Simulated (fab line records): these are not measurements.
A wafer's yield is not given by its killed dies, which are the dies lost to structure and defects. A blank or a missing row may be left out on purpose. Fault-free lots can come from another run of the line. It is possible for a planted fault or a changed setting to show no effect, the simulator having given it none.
Chamber matching    flow nandHarc    pecvd-03 running NHARC_P_BONDPAD_DEP_00: 3 sister chambers
The step deposits SiCN, target thk 250 nm. 3 wafers are shown with their chamber, then 7 later ones without.

== WAFERS PAIRED WITH THEIR CHAMBERS ==
wafer   chamber  heaterPowerW (W)
L265.1  2        607
L269.1  0        552
L269.2  1        463

== WAFERS WHOSE CHAMBER IS MISSING ==
wafer   heaterPowerW (W)
L269.5  538
L271.2  553
L271.5  651
L271.6  554
L275.1  608
L275.2  512
L275.3  529

== CHAMBER TAKEN BY EACH ==
wafer    from the rows above       in truth
L269.5   0                         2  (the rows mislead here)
L271.2   0                         0
L271.5   2                         2
L271.6   0                         0
L275.1   2                         2
L275.2   can't be placed: 0 or 1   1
L275.3   can't be placed: 0 or 1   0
Correctly placed: 4 of 7. From these rows, 2 cannot be placed; in 2 the true chamber is one of the candidates. Placed wrongly: 1.
How it was worked out, from the rows above alone: a wafer's distance from a chamber is the root of the sum, over the readings, of the square of ((its reading less the chamber's mean) divided by the reading's scatter). The wafer belongs to the nearest chamber; if the next one is less than 2 further off, it can't be placed. For every chamber, the mean is computed from those of its wafers that are shown. The scatter (one wafer shown for each chamber): square how far every hidden wafer sits from the nearest shown wafer, average those squares and take the square root.
